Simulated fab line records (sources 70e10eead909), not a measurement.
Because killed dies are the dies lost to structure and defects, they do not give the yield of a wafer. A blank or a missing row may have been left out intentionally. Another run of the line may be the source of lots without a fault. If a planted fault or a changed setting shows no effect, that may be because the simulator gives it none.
Which tool is to blame? | flow nandHarc | 13 lots with 39 wafers sampled at 6 steps, on a route of 1302 steps

== WHAT THE GAUGES READ, wafer by wafer ==
NHARC_P_M2_OVL_MEAS_10: pitch 340 nm. Usual: overlayXNm 0.0 nm, standard deviation 0.87; overlayYNm 0.1 nm, standard deviation 0.85.
lot  | measured     | on         | overlayXNm (nm) | overlayYNm (nm) | flag
L629 | day 6 10:35  | overlay-02 | -0.2 -0.2 -0.7  | -0.7 -0.8 -1.3  | 
L630 | day 6 23:57  | overlay-02 | 0.4 0.5 -0.1    | -0.7 -0.7 -1.2  | 
L631 | day 7 03:48  | overlay-01 | -1.0 -0.5 -0.4  | 0.4 0.6 0.7     | 
L635 | day 9 05:28  | overlay-01 | -0.8 -0.7 -0.3  | -0.5 -0.7 -0.8  | 
L636 | day 9 05:29  | overlay-02 | 0.1 0.6 0.4     | -1.2 -1.1 -1.3  | 
L637 | day 10 00:01 | overlay-02 | -0.3 -0.7 0.0   | 0.9 1.0 1.0     | 
L639 | day 10 20:20 | overlay-02 | 0.4 -0.5 -0.6   | -0.3 -0.2 0.0   | 
L647 | day 13 21:36 | overlay-02 | -0.2 0.4 -0.2   | 0.0 0.3 0.1     | 
L648 | day 14 08:09 | overlay-01 | -0.2 -0.3 -0.1  | 1.4 1.4 1.6     | 
L649 | day 14 13:31 | overlay-01 | 0.8 0.5 0.5     | -0.7 -0.7 -1.0  | 
L650 | day 15 01:50 | overlay-01 | -0.4 -0.2 0.1   | 0.3 -0.4 0.6    | 
L651 | day 15 17:14 | overlay-01 | 0.1 1.2 1.0     | -1.3 -1.1 -1.2  | 
L652 | day 15 20:01 | overlay-02 | 1.5 1.4 1.6     | 1.5 1.3 1.4     | 

NHARC_END_SORT_01. Usual: value, then standard deviation, for each; defectLimitedYield 90.9 % / 2.6; killedAtArray 57 / 18; killedAtOther 0.8 / 1; killedAtPeriphery 3.9 / 2.8; killedDies 62 / 18; killedOpen 3.4 / 1.8; killedShort 2.2 / 1.6.
lot  | measured     | on        | defectLimitedYield (%) | killedAtArray | killedAtOther | killedAtPeriphery | killedDies | killedOpen | killedShort | flag
L639 | day 28 21:55 | prober-01 | 90.7 92.2 91.0         | 61 51 57      | 0 1 3         | 2 1 1             | 63 53 61   | 0 1 1      | 2 2 2       | 

== WHAT TOOL EACH LOT RAN ON (gives the tool, then ch and the chambers of the sampled wafers, and finally the start) ==
lot  | NHARC_P_M2_ETCH_15                           | NHARC_P_M2_PVD_20                      | NHARC_P_M2_ECD_22             | NHARC_P_M2_CMP_23
L629 | rieDiel-01 ch 0,2,3, day 6 12:05 or earlier  | pvdSputter-01, day 6 12:05 or earlier  | ecdCu-01 ch 0,1, day 6 12:05  | cmp-02 ch 1,2,3, day 6 12:52
L630 | rieDiel-05 ch 0,1, day 7 01:26 or earlier    | pvdSputter-03, day 7 01:26 or earlier  | ecdCu-02 ch 0,1, day 7 01:26  | cmp-04 ch 0,1, day 7 02:11
L631 | rieDiel-01 ch 2,3, day 7 05:17 or earlier    | pvdSputter-02, day 7 05:17 or earlier  | ecdCu-01 ch 0,1, day 7 05:17  | cmp-02 ch 0,3, day 7 06:01
L635 | rieDiel-01 ch 2,3, day 9 07:05 or earlier    | pvdSputter-02, day 9 07:05 or earlier  | ecdCu-02 ch 0,1, day 9 07:05  | cmp-04 ch 0,2,3, day 9 07:43
L636 | rieDiel-05 ch 1,3, day 9 07:04 or earlier    | pvdSputter-01, day 9 07:04 or earlier  | ecdCu-01 ch 0,1, day 9 07:04  | cmp-01 ch 2,3, day 9 07:50
L637 | rieDiel-01 ch 0,1,2, day 10 01:34 or earlier | pvdSputter-03, day 10 01:34 or earlier | ecdCu-01 ch 0,1, day 10 01:34 | cmp-02 ch 0,1,2, day 10 02:17
L639 | rieDiel-06 ch 1,2, day 10 22:16 or earlier   | pvdSputter-01, day 10 22:16 or earlier | ecdCu-01 ch 0,1, day 10 22:16 | cmp-04 ch 2,3, day 10 22:56
L647 | rieDiel-05 ch 0,1,3, day 13 23:08 or earlier | pvdSputter-01, day 13 23:08 or earlier | ecdCu-01 ch 0,1, day 13 23:08 | cmp-01 ch 0,1,2, day 13 23:49
L648 | rieDiel-06 ch 0,1,3, day 14 09:37 or earlier | pvdSputter-03, day 14 09:37 or earlier | ecdCu-01 ch 0,1, day 14 09:37 | cmp-01 ch 1,2,3, day 14 10:20
L649 | rieDiel-01 ch 0,3, day 14 14:59 or earlier   | pvdSputter-01, day 14 14:59 or earlier | ecdCu-02 ch 0,1, day 14 14:59 | cmp-04 ch 0,1,3, day 14 15:42
L650 | rieDiel-06 ch 0,2,3, day 15 03:36 or earlier | pvdSputter-02, day 15 03:36 or earlier | ecdCu-02 ch 0,1, day 15 03:36 | cmp-04 ch 0,2,3, day 15 04:15
L651 | rieDiel-01 ch 1,2,3, day 15 18:43 or earlier | pvdSputter-01, day 15 18:43 or earlier | ecdCu-02 ch 0,1, day 15 18:43 | cmp-04 ch 0,1,3, day 15 19:28
L652 | rieDiel-01 ch 0,3, day 15 21:34 or earlier   | pvdSputter-01, day 15 21:34 or earlier | ecdCu-02 ch 0,1, day 15 21:34 | cmp-01 ch 2,3, day 15 22:16
- NHARC_P_M2_ETCH_15: etches the open film in C4F8/Ar, target depth 182.5 nm, time 91.2 s.
- NHARC_P_M2_PVD_20: deposits TaN, target thk 5 nm, time 8.06 s.
- NHARC_P_M2_ECD_22: material Cu, target thk 400 nm.
- NHARC_P_M2_CMP_23: polishes, t overpolish 20 s, target thk 144.3 nm.

== AS READ BY THE TOOLS THEMSELVES (means over the sampled wafers that have a number; for cases with no such wafer, the mark the record gives instead) ==
NHARC_P_M2_ETCH_15. Usual: oesProductAu 0.942 a.u., standard deviation 0.022; rfVppV 440.9 V, standard deviation 2.8.
lot  | tool       | oesProductAu (a.u.) | rfVppV (V) | flag
L629 | rieDiel-01 | 0.924               | 440.3      | 
L630 | rieDiel-05 | 0.934               | 440.9      | 
L631 | rieDiel-01 | 0.918               | 441.2      | 
L635 | rieDiel-01 | 0.969               | 443.0      | 
L636 | rieDiel-05 | 0.934               | 443.0      | 
L637 | rieDiel-01 | 0.969               | 440.0      | 
L639 | rieDiel-06 | 0.932               | 437.8      | 
L647 | rieDiel-05 | 0.929               | 442.0      | 
L648 | rieDiel-06 | 0.980               | 442.2      | 
L649 | rieDiel-01 | 0.930               | 437.7      | 
L650 | rieDiel-06 | 0.936               | 441.8      | 
L651 | rieDiel-01 | 0.923               | 440.8      | 
L652 | rieDiel-01 | 0.923               | 437.8      | 

NHARC_P_M2_PVD_20. Usual: 30.7 % for throttleValvePct, sd 1.2.
lot  | tool          | throttleValvePct (%) | flag
L629 | pvdSputter-01 | 31.6                 | 
L630 | pvdSputter-03 | 28.7                 | 
L631 | pvdSputter-02 | 29.2                 | 
L635 | pvdSputter-02 | 30.4                 | 
L636 | pvdSputter-01 | 31.3                 | 
L637 | pvdSputter-03 | 29.2                 | 
L639 | pvdSputter-01 | 31.6                 | 
L647 | pvdSputter-01 | 31.8                 | 
L648 | pvdSputter-03 | 30.2                 | 
L649 | pvdSputter-01 | 32.1                 | 
L650 | pvdSputter-02 | 29.7                 | 
L651 | pvdSputter-01 | 31.9                 | 
L652 | pvdSputter-01 | 31.9                 | 

NHARC_P_M2_CMP_23. Usual: motorCurrentA 12.4 A, standard deviation 1; timeToEndpointS 28.3 s, standard deviation 2.9.
lot  | tool   | motorCurrentA (A) | timeToEndpointS (s) | flag
L629 | cmp-02 | 11.3              | 29.9                | 
L630 | cmp-04 | 12.8              | 25.3                | 
L631 | cmp-02 | 11.1              | 28.5                | 
L635 | cmp-04 | 12.9              | 24.0                | 
L636 | cmp-01 | 11.8              | 29.1                | 
L637 | cmp-02 | 11.1              | 31.7                | 
L639 | cmp-04 | 13.2              | 19.2                | OFF
L647 | cmp-01 | 13.2              | 26.6                | 
L648 | cmp-01 | 12.6              | 31.0                | 
L649 | cmp-04 | 12.9              | 25.5                | 
L650 | cmp-04 | 12.8              | 25.2                | 
L651 | cmp-04 | 12.6              | 24.9                | 
L652 | cmp-01 | 12.1              | 29.5                | 

== THE ANSWER, worked out from the rows above alone ==
Rule: a lot counts as off when the mean over its wafers that have a number is more than 3 standard deviations away from the usual mean. Also off: a lot with no number at a reading for which 4 or more lots have one. The other lots that the step has rows for count as sound. First the gauges in route order, then the tools' own readings, where a lot's mean is used as printed above. At the first step where some lot is off, the reading lying furthest off is the one used; lots without a number count as furthest.
Off: L639, at NHARC_P_M2_CMP_23 (timeToEndpointS).
If a tool, at that step or one of the process steps before it, ran each lot that is off and ran no sound lot following the first of them, it fits. NHARC_P_M2_ETCH_15: start missing for some lots; hours and lot order therefore follow NHARC_P_M2_ECD_22. NHARC_P_M2_PVD_20: start missing for some lots; hours and lot order therefore follow NHARC_P_M2_ECD_22. Not one of the candidates tried fits.

== WHAT THE SIMULATOR HAD PUT IN ==
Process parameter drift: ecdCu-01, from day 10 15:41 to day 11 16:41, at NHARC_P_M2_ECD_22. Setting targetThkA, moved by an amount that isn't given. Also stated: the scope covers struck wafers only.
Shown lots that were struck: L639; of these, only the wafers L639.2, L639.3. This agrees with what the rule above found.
